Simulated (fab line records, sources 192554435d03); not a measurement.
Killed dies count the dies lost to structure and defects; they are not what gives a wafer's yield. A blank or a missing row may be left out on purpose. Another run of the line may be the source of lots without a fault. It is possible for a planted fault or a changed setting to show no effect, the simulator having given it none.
fab line records	flow n5-finfet
record: lots: 7	wafers: 39
route steps=1938 shown DUMMY_GATE@246 SD_EPI_P@321 SD_ACTIVATION@330
start-h: hours from the record's first day to the start of the lot's first wafer shown	wait-h: hours from the lot's prior step to this one	" the same as in the row above	L1.1+2: several wafers, shown together as one row	- either no value or no given start	* or withheld: withheld	< > ~ a bound
route shown NAME@n: names a module that has steps shown in the file, with the first one's number in the route	usual: mean and standard deviation over wafers with no fault	same: alike in all rows	chamber/n: place in a boat	sites: per-site readings	_std_site: the standard deviation of these	_edge_site: mean of outer sites minus mean of inner sites	radius-mm: for every site, how far away it sits from the centre of the wafer	mask NAME#n: copy n	behind: tool/chamber where the wafer was last shaped	hold: why the lot was held/for how many hours/how that ended	device: names the non-switching transistor (n, p or np)	end of line: the route-end tests of the same wafers	a step given without rows: its recipe and nothing more	killed: count of dies lost to structure and defects at first sort (not the wafer's yield)	map: shows each die of a wafer: x if killed, . if not, _ if none is there
set.NAME: setting as actually run; set.NAME@STEP: the setting as run at that earlier step	model.NAME: the simulator's own value behind a step, which no gauge read
one table per step and one row per wafer, for lots whose settings were changed on purpose
== steps ==
step: N5_DUMMY_GATE_ETCH_32
recipe: chemistry: CF4	target: SiO2	target-depth-a: 35	time-s: 3.9	ion-energy-ev: 350	pressure-mtorr: 10	icp-w: 800	bias-w: 400	cf4-flow-sccm: 80
lot.wafer	tool	chamber	start-h	wait-h	set.time-s	model.etch.depth-nm
L075.1	rie-si-02	2	53.03	0.1	3.9	3.587
L075.2	"	1	"	"	3.9	3.574
L075.3	"	0	"	"	3.076	2.83
L075.4	"	3	"	"	3.076	2.831
L075.5	"	1	"	"	3.076	2.835
L075.6	"	0	"	"	3.9	3.591
L079.2	rie-si-02	3	76.60	0.1	3.9	3.546
L079.3	"	0	"	"	3.9	3.585
L079.6	"	3	"	"	3.9	3.526
L083.1	rie-si-02	3	100.55	0.1	3.9	3.51
L083.2	"	2	"	"	3.9	3.49
L083.3	"	0	"	"	3.9	3.565
L083.4	"	1	"	"	3.9	3.497
L083.5	"	1	"	"	3.9	3.478
L083.6	"	2	"	"	3.9	3.494
L084.1	rie-si-06	2	108.17	0.1	3.9	3.552
L084.2	"	0	"	"	3.9	3.457
L084.3	"	3	"	"	3.9	3.57
L084.4	"	1	"	"	3.9	3.41
L084.5	"	1	"	"	3.9	3.397
L084.6	"	0	"	"	3.9	3.47
L094.1	rie-si-02	1	166.50	0.1	3.9	3.523
L094.2	"	0	"	"	3.383	3.095
L094.3	"	3	"	"	3.383	3.099
L094.4	"	2	"	"	3.9	3.516
L094.5	"	1	"	"	3.383	3.048
L094.6	"	0	"	"	3.9	3.555
L096.1	rie-si-05	2	178.14	0.1	3.433	2.915
L096.2	"	0	"	"	3.9	3.463
L096.3	"	1	"	"	3.9	3.379
L096.4	"	3	"	"	3.9	3.412
L096.5	"	0	"	"	3.433	3.054
L096.6	"	3	"	"	3.433	2.998
L097.1	rie-si-05	2	191.53	0.1	4.836	4.091
L097.2	"	0	"	"	3.9	3.45
L097.3	"	1	"	"	3.9	3.431
L097.4	"	3	"	"	3.9	3.432
L097.5	"	2	"	"	4.836	4.056
L097.6	"	3	"	"	4.836	4.22
step: N5_SD_EPI_P_EPI_21
recipe: material: SiGe:B	dopant: B	temp-c: 550	pressure-torr: 20	ambient: H2	time-s: 355
lot.wafer	tool	chamber	start-h	wait-h	set.epi-growth-time-s	model.SiGe-B_of_SD_EPI_P_EPI_21.thk-nm
L075.1	epi-rpcvd-04	0	60.51	0.1	355	61
L075.2	"	0	"	"	336.6	58.8
L075.3+5	"	0	"	"	336.6	59.2
L075.4	"	0	"	"	355	60.8
L075.6	"	0	"	"	355	61.4
L079.2	epi-rpcvd-04	0	84.53	0.5	355	61.8
L079.3	"	0	"	"	355	61.6
L079.6	"	0	85.97	1.8	355	61.2
L083.1	epi-rpcvd-04	0	108.45	0.1	317.8	57
L083.2	"	0	"	"	355	61.2
L083.3	"	0	"	"	317.8	57.2
L083.4	"	0	"	"	355	60.4
L083.5	"	0	"	"	355	61
L083.6	"	0	"	"	317.8	56.8
L084.1	epi-rpcvd-04	0	119.45	0.1	326.9	58.6
L084.2	"	0	"	"	355	62
L084.3	"	0	"	"	355	61.2
L084.4+5	"	0	"	"	326.9	58.2
L084.6	"	0	"	"	355	61
L094.1	epi-rpcvd-01	0	174.73	0.2	335.8	58
L094.2	"	0	"	"	355	60.4
L094.3	"	0	"	"	335.8	58.6
L094.4	"	0	"	"	335.8	58.2
L094.5	"	0	"	"	355	60.2
L094.6	"	0	"	"	355	61
L096.1	epi-rpcvd-01	0	187.65	0.2	373	62.2
L096.2+3	"	0	"	"	355	59.8
L096.4	"	0	"	"	373	62
L096.5	"	0	"	"	355	59.6
L096.6	"	0	"	"	373	63
L097.1	epi-rpcvd-03	0	200.16	0.1	320.5	56
L097.2	"	0	"	"	355	60
L097.3	"	0	"	"	320.5	56.6
L097.4	"	0	"	"	355	60.6
L097.5	"	0	"	"	355	60.2
L097.6	"	0	"	"	320.5	55.8
step: N5_SD_EPI_P_EPI_MEAS_23
recipe: mode: xrd
usual: thk-nm: 61.0/1.3
lot.wafer	tool	chamber	start-h	wait-h	set.epi-growth-time-s@SD_EPI_P_EPI_21	thk-nm
L075.1	film-metro-01	-	62.70	1.8	355	62.2
L075.2	"	-	"	"	336.6	58.6
L075.3	"	-	"	"	336.6	59.5
L075.4	"	-	"	"	355	60.0
L075.5	"	-	"	"	336.6	60.4
L075.6	"	-	"	"	355	62.8
L079.2	film-metro-01	-	86.37	1.5	355	60.1
L079.3	"	-	"	"	355	61.5
L079.6	"	-	"	"	355	60.2
L083.1	film-metro-01	-	110.65	1.8	317.8	57.4
L083.2	"	-	"	"	355	61.4
L083.3	"	-	"	"	317.8	58.7
L083.4	"	-	"	"	355	62.6
L083.5	"	-	"	"	355	61.3
L083.6	"	-	"	"	317.8	60.1
L084.1	film-metro-01	-	121.65	1.8	326.9	59.3
L084.2	"	-	"	"	355	61.2
L084.3	"	-	"	"	355	61.3
L084.4	"	-	"	"	326.9	57.2
L084.5	"	-	"	"	326.9	58.5
L084.6	"	-	"	"	355	60.7
L094.1	film-metro-01	-	177.65	2.4	335.8	58.2
L094.2	"	-	"	"	355	61.4
L094.3	"	-	"	"	335.8	58.5
L094.4	"	-	"	"	335.8	57.6
L094.5	"	-	"	"	355	60.8
L094.6	"	-	"	"	355	60.6
L096.1	film-metro-02	-	190.56	2.4	373	63.2
L096.2	"	-	"	"	355	59.7
L096.3	"	-	"	"	355	59.4
L096.4	"	-	"	"	373	60.6
L096.5	"	-	"	"	355	60.2
L096.6	"	-	"	"	373	63.1
L097.1	film-metro-01	-	202.35	1.8	320.5	58.0
L097.2	"	-	"	"	355	59.6
L097.3	"	-	"	"	320.5	57.0
L097.4	"	-	"	"	355	61.6
L097.5	"	-	"	"	355	60.6
L097.6	"	-	"	"	320.5	56.6
step: N5_SD_EPI_P_HM_STRIP_48
recipe: chemistry: H3PO4	temp-c: 160	material: SiNx	target: SiNx	target-depth-a: 30	overetch-fraction: 0.3
lot.wafer	tool	chamber	start-h	wait-h	set.epi-growth-time-s@SD_EPI_P_EPI_21	model.SiGe-B_of_SD_EPI_P_EPI_21.thk-nm
L075.1	wet-bench-04	1	62.74	0.0	355	60.8
L075.2	"	0	"	"	336.6	58.4
L075.3	"	7	"	"	336.6	58.8
L075.4	"	6	"	"	355	60.4
L075.5	"	3	"	"	336.6	59
L075.6	"	2	"	"	355	61.2
L079.2	wet-bench-04	2	86.41	0.0	355	61.4
L079.3	"	5	"	"	355	61.2
L079.6	"	7	"	"	355	60.8
L083.1+6	wet-bench-04	0,4	110.68	0.0	317.8	56.6
L083.2	"	5	"	"	355	60.8
L083.3	"	6	"	"	317.8	57
L083.4	"	3	"	"	355	60.2
L083.5	"	7	"	"	355	60.6
L084.1	wet-bench-02	3	121.69	0.0	326.9	58.4
L084.2	"	7	"	"	355	61.6
L084.3	"	0	"	"	355	61
L084.4+5	"	4,1	"	"	326.9	57.8
L084.6	"	2	"	"	355	60.6
L094.1	wet-bench-02	3	177.69	0.0	335.8	57.8
L094.2+5	"	1,4	"	"	355	60
L094.3	"	5	"	"	335.8	58.4
L094.4	"	2	"	"	335.8	58
L094.6	"	6	"	"	355	60.8
L096.1+4	wet-bench-03	5,7	190.60	0.0	373	61.8
L096.2	"	4	"	"	355	59.6
L096.3	"	1	"	"	355	59.4
L096.5	"	6	"	"	355	59.2
L096.6	"	0	"	"	373	62.6
L097.1	wet-bench-02	2	202.39	0.0	320.5	55.8
L097.2	"	1	"	"	355	59.6
L097.3	"	5	"	"	320.5	56.4
L097.4	"	0	"	"	355	60.2
L097.5	"	7	"	"	355	59.8
L097.6	"	6	"	"	320.5	55.4
step: N5_SD_EPI_P_SRD_49
recipe: dry: ipa-marangoni	time-s: 30	temp-c: 23	rinse-liquid: diw
step: N5_SD_EPI_P_PRECLEAN_24
recipe: chemistry: O3/DIW	time-s: 45	temp-c: 22	o3-ppm: 10
step: N5_SD_ACTIVATION_RTA_00
recipe: temp-c: 975	time-s: 0	ambient: N2	idle-temp-c: 600	ramp-up-c-per-s: 150	ramp-down-c-per-s: 60	cool-to-c: 600
step: N5_SD_ACTIVATION_LSA_01
recipe: temp-c: 1080	time-s: 0.0008	ambient: N2
step: N5_SD_ACTIVATION_RS_MEAS_03
recipe: thk-meas-gauge: four-point-probe
usual: RS_SD_N: 21.94/0.28	RS_SD_P: 56.3/1.1
lot.wafer	tool	chamber	start-h	wait-h	set.epi-growth-time-s@SD_EPI_P_EPI_21	RS_SD_N[ohm/sq]	RS_SD_P[ohm/sq]
L075.1	film-metro-01	-	63.31	0.2	355	21.95	56.7
L075.2	"	-	"	"	336.6	21.69	58.9
L075.3	"	-	"	"	336.6	21.29	58.5
L075.4	"	-	"	"	355	21.55	57.1
L075.5	"	-	"	"	336.6	21.96	58.6
L075.6	"	-	"	"	355	21.68	56.4
L079.2	film-metro-02	-	87.00	0.2	355	22.36	54.7
L079.3	"	-	"	"	355	22.12	54.3
L079.6	"	-	"	"	355	22.37	55.4
L083.1	film-metro-01	-	111.43	0.2	317.8	22.16	61.0
L083.2	"	-	"	"	355	22.15	57.0
L083.3	"	-	"	"	317.8	22.01	60.6
L083.4	"	-	"	"	355	22.31	57.5
L083.5	"	-	"	"	355	21.81	56.6
L083.6	"	-	"	"	317.8	22.31	61.1
L084.1	film-metro-01	-	122.26	0.2	326.9	21.53	58.9
L084.2	"	-	"	"	355	21.71	55.2
L084.3	"	-	"	"	355	21.49	56.2
L084.4	"	-	"	"	326.9	21.59	59.3
L084.5	"	-	"	"	326.9	21.66	59.3
L084.6	"	-	"	"	355	21.82	56.6
L094.1	film-metro-01	-	178.42	0.2	335.8	22.23	59.7
L094.2	"	-	"	"	355	21.91	57.1
L094.3	"	-	"	"	335.8	22.10	59.1
L094.4	"	-	"	"	335.8	22.03	59.1
L094.5	"	-	"	"	355	22.10	56.8
L094.6	"	-	"	"	355	22.09	56.7
L096.1	film-metro-02	-	191.21	0.2	373	22.48	54.8
L096.2	"	-	"	"	355	22.08	57.6
L096.3	"	-	"	"	355	21.74	57.5
L096.4	"	-	"	"	373	22.16	55.4
L096.5	"	-	"	"	355	22.30	57.5
L096.6	"	-	"	"	373	21.98	54.2
L097.1	film-metro-01	-	202.96	0.2	320.5	22.27	60.5
L097.2	"	-	"	"	355	21.91	56.0
L097.3	"	-	"	"	320.5	22.42	60.2
L097.4	"	-	"	"	355	22.38	55.6
L097.5	"	-	"	"	355	22.26	55.8
L097.6	"	-	"	"	320.5	22.08	60.6
== key ==
split: step: N5_DUMMY_GATE_ETCH_32	setting: time-s	stated: 3.9	by: wafer
response: step: N5_DUMMY_GATE_ETCH_32	reading: model.etch.depth-nm	change: +0.0324	per: 1%	r: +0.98
split: step: N5_SD_EPI_P_EPI_21	setting: epi-growth-time-s	stated: 355	by: wafer
response: step: N5_SD_EPI_P_EPI_21	reading: model.SiGe-B_of_SD_EPI_P_EPI_21.thk-nm	change: +0.405	per: 1%	r: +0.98
response: step: N5_SD_EPI_P_EPI_MEAS_23	reading: thk-nm	change: *	per: 1%	r: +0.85
response: step: N5_SD_EPI_P_HM_STRIP_48	reading: model.SiGe-B_of_SD_EPI_P_EPI_21.thk-nm	change: +0.399	per: 1%	r: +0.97
response: step: N5_SD_ACTIVATION_RS_MEAS_03	reading: RS_SD_P	change: -0.421	per: 1%	r: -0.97
